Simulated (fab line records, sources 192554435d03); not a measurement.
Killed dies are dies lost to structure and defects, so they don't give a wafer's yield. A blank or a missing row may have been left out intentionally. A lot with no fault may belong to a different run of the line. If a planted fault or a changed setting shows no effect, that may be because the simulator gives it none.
Split-lot experiment || flow n5Finfet || 7 lots, 21 wafers read, on a route of 1938 steps

SPLIT DETAILS
At N5_BEOL_M13_EXPOSE_07 (exposes mask V12), the setting doseMj was moved away from the recipe's 24.8 on 8 of the 21 wafers read, by -5.2% to +5.9%. This setting was run at the recipe's value on the other wafers.

FROM THE SPLIT TO THE READING: what the file shows between them, 11 steps
- N5_BEOL_M13_PEB_08: peb time 90 s
- N5_BEOL_M13_DEVELOP_09: develop time 45 s
- N5_BEOL_M13_HARDBAKE_14: time 120 s
- N5_BEOL_M13_CD_MEAS_10: target cd 190 nm
- N5_BEOL_M13_DESCUM_15: chemistry O2, time 7.9 s
- N5_BEOL_M13_ETCH_59: etches BARC in N2/H2, target depth 89 nm, overetch 26.7 nm, time 67.9 s
- N5_BEOL_M13_VIA_ETCH_16: etches SiOC in C4F8/O2/Ar, target depth 921.7 nm
- N5_BEOL_M13_STRIP_63: strips in N2/H2
- N5_BEOL_M13_STRIP_64: strips in N2/H2
- N5_BEOL_M13_STRIP_71: strips in post etch residue remover, time 60 s
- N5_BEOL_M13_SRD_72: time 30 s, dry time 30 s

THE READING
cdNm at N5_BEOL_M13_CD_MEAS_17, given in nm (cd target 190 nm). Typical for fault-free wafers on this fab line: 189.7 nm, with standard deviation 1.8 nm.

{"wafer": "L077.2", "tool, chamber at the split": "krfScanner-01, 0", "doseMj as run": 26.27, "against the recipe": "+5.9%", "cdNm, nm": 195.4, "against lot-mates on the recipe": "+4.6"}
{"wafer": "L077.4", "tool, chamber at the split": "krfScanner-01, 0", "doseMj as run": 26.27, "against the recipe": "+5.9%", "cdNm, nm": 195.0, "against lot-mates on the recipe": "+4.2"}
{"wafer": "L077.6", "tool, chamber at the split": "krfScanner-01, 0", "doseMj as run": 24.8, "against the recipe": "recipe", "cdNm, nm": 190.8, "against lot-mates on the recipe": "-"}
{"wafer": "L079.4", "tool, chamber at the split": "krfScanner-02, 0", "doseMj as run": 23.52, "against the recipe": "-5.2%", "cdNm, nm": 186.6, "against lot-mates on the recipe": -4.0}
{"wafer": "L079.5", "tool, chamber at the split": "krfScanner-02, 0", "doseMj as run": 24.8, "against the recipe": "recipe", "cdNm, nm": 190.6, "against lot-mates on the recipe": "-"}
{"wafer": "L079.6", "tool, chamber at the split": "krfScanner-02, 0", "doseMj as run": 23.52, "against the recipe": "-5.2%", "cdNm, nm": 185.1, "against lot-mates on the recipe": -5.5}
{"wafer": "L074.3", "tool, chamber at the split": "krfScanner-02, 0", "doseMj as run": 24.8, "against the recipe": "recipe", "cdNm, nm": 189.0, "against lot-mates on the recipe": "-"}
{"wafer": "L074.4", "tool, chamber at the split": "krfScanner-02, 0", "doseMj as run": 24.8, "against the recipe": "recipe", "cdNm, nm": 190.8, "against lot-mates on the recipe": "-"}
{"wafer": "L074.6", "tool, chamber at the split": "krfScanner-02, 0", "doseMj as run": 24.8, "against the recipe": "recipe", "cdNm, nm": 190.3, "against lot-mates on the recipe": "-"}
{"wafer": "L082.1", "tool, chamber at the split": "krfScanner-02, 0", "doseMj as run": 24.8, "against the recipe": "recipe", "cdNm, nm": 190.3, "against lot-mates on the recipe": "-"}
{"wafer": "L082.5", "tool, chamber at the split": "krfScanner-02, 0", "doseMj as run": 24.8, "against the recipe": "recipe", "cdNm, nm": 191.6, "against lot-mates on the recipe": "-"}
{"wafer": "L082.6", "tool, chamber at the split": "krfScanner-02, 0", "doseMj as run": 26, "against the recipe": "+4.8%", "cdNm, nm": 195.9, "against lot-mates on the recipe": "+5.0"}
{"wafer": "L085.3", "tool, chamber at the split": "krfScanner-01, 0", "doseMj as run": 23.78, "against the recipe": "-4.1%", "cdNm, nm": 185.3, "against lot-mates on the recipe": -7.0}
{"wafer": "L085.4", "tool, chamber at the split": "krfScanner-01, 0", "doseMj as run": 23.78, "against the recipe": "-4.1%", "cdNm, nm": 184.1, "against lot-mates on the recipe": -8.2}
{"wafer": "L085.6", "tool, chamber at the split": "krfScanner-01, 0", "doseMj as run": 24.8, "against the recipe": "recipe", "cdNm, nm": 192.3, "against lot-mates on the recipe": "-"}
{"wafer": "L087.4", "tool, chamber at the split": "krfScanner-02, 0", "doseMj as run": 24.8, "against the recipe": "recipe", "cdNm, nm": 187.5, "against lot-mates on the recipe": "-"}
{"wafer": "L087.5", "tool, chamber at the split": "krfScanner-02, 0", "doseMj as run": 24.8, "against the recipe": "recipe", "cdNm, nm": 188.0, "against lot-mates on the recipe": "-"}
{"wafer": "L087.6", "tool, chamber at the split": "krfScanner-02, 0", "doseMj as run": 24.8, "against the recipe": "recipe", "cdNm, nm": 187.7, "against lot-mates on the recipe": "-"}
{"wafer": "L092.1", "tool, chamber at the split": "krfScanner-02, 0", "doseMj as run": 24.8, "against the recipe": "recipe", "cdNm, nm": 188.7, "against lot-mates on the recipe": "-"}
{"wafer": "L092.4", "tool, chamber at the split": "krfScanner-02, 0", "doseMj as run": 24.8, "against the recipe": "recipe", "cdNm, nm": 188.6, "against lot-mates on the recipe": "-"}
{"wafer": "L092.5", "tool, chamber at the split": "krfScanner-02, 0", "doseMj as run": 26.2, "against the recipe": "+5.6%", "cdNm, nm": 195.3, "against lot-mates on the recipe": "+6.7"}

THE FIT
A straight line over all 21 wafers: cdNm changes by +0.975 nm for each +1% of doseMj; r = +0.92; the points scatter about the line by 1.4 nm.
The same after taking each lot's own level away (the mean of its wafers on the recipe; 21 wafers): +1.07 nm for each +1%; r = +0.94; scatter 1.3 nm.
According to that fit, moving doseMj by its largest amount changes the reading by 6.3 nm.
The lots' own levels span 187.73 to 192.30 nm, that is 2.5 times the standard deviation above.
Hence the lot-to-lot level has little effect on the slope; both slopes agree.
Check: with one of the wafers moved furthest among these (+5.9%) left out of the fit, the line predicts +6.26 nm for it against its lot-mates. Against them it came out at +4.6 nm.

THE WHOLE CHAIN: every reading that the file lists as answering this split, in the file's order
{"step": "N5_BEOL_M13_CD_MEAS_10", "what it does": "target cd 190 nm", "reading": "cdNm", "change (the file's fit)": "+1.06 nm for each +1% of the setting", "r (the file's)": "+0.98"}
{"step": "N5_BEOL_M13_CD_MEAS_17", "what it does": "target cd 190 nm", "reading": "cdNm", "change (the file's fit)": "+1.07 nm for each +1% of the setting", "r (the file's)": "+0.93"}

THE FILE'S OWN FIT
cdNm changes by +1.07 nm for each +1% of doseMj, r = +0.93.
